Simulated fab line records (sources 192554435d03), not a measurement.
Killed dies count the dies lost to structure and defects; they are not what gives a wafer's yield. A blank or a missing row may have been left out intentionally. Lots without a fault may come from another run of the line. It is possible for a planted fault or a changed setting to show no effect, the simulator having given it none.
The tool behind it: which one?	flow n5_finfet	11 lots with 33 wafers sampled at 3 steps, on a route of 1938 steps

WHAT THE GAUGES SHOWED, per wafer
N5_BEOL_M2_THK_MEAS_01.
lot	measured	on	M2_ILD_THK (nm)
L899	day 6 14:49	film_metro-02	79.1 79.7 80.1
L902	day 6 23:10	film_metro-01	77.6 78.8 78.5
L905	day 7 21:46	film_metro-02	78.6 79.2 80.8
L904	day 8 03:10	film_metro-01	77.7 78.4 79.3
L909	day 9 12:19	film_metro-01	77.8 78.7 77.7
L912	day 10 11:38	film_metro-01	79.7 79.4 80.4
L914	day 10 12:14	film_metro-01	78.3 78.5 79.3
L913	day 10 13:36	film_metro-01	79.0 78.8 79.0
L916	day 10 16:01	film_metro-01	78.5 79.9 80.1
L918	day 11 03:59	film_metro-01	80.4 78.9 80.3
L921	day 12 00:07	film_metro-02	78.2 78.2 80.0

TOOL THAT RAN EACH LOT (tool first, then ch and the chambers of the sampled wafers, then the start)
lot	N5_BEOL_M1_ANNEAL_91	N5_BEOL_M1_PRE_CLEAN_60
L899	pvd_sputter-01, day 6 13:01	cvd_co-01 ch 0,2, day 6 14:25
L902	pvd_sputter-03, day 6 21:15	cvd_co-02 ch 0,1,2, day 6 22:49
L905	pvd_sputter-01, day 7 19:59	cvd_co-02 ch 0,2, day 7 21:25
L904	pvd_sputter-01, day 8 01:24	cvd_co-01 ch 0,2, day 8 02:49
L909	pvd_sputter-02, day 9 10:32	cvd_co-01 ch 1,2, day 9 11:58
L912	pvd_sputter-03, day 10 09:50	cvd_co-02 ch 0,1, day 10 11:14
L914	pvd_sputter-02, day 10 10:28	cvd_co-01 ch 0,1,2, day 10 11:52
L913	pvd_sputter-03, day 10 11:40	cvd_co-01 ch 0,1, day 10 13:12
L916	pvd_sputter-02, day 10 14:15	cvd_co-01 ch 0,1, day 10 15:39
L918	pvd_sputter-02, day 11 02:06	cvd_co-02 ch 0,2, day 11 03:37
L921	pvd_sputter-01, day 11 22:22	cvd_co-02 ch 0,1,2, day 11 23:46
- N5_BEOL_M1_ANNEAL_91: time 240 s.
- N5_BEOL_M1_PRE_CLEAN_60: time 15 s.

THE ANSWER, worked out from the rows above alone
Rule: the usual values come from the lots themselves. The widest of any qualifying gaps counts: lots, ordered by their means at a reading, are off when they make up no more than a third of the lots, leave a main group of 4 or more, and stand apart from it by 3 or more times the standard deviation of that group's means. The tables above print the reading to a certain number of digits; a main group whose means all agree to those digits is not used. Also off: a lot with no number at a reading for which 4 or more lots have one. Any other lot the step has rows for is counted as sound.
No lot is off on any of the readings shown, so nothing can be concluded from this.

WHAT WAS PUT IN BY THE SIMULATOR
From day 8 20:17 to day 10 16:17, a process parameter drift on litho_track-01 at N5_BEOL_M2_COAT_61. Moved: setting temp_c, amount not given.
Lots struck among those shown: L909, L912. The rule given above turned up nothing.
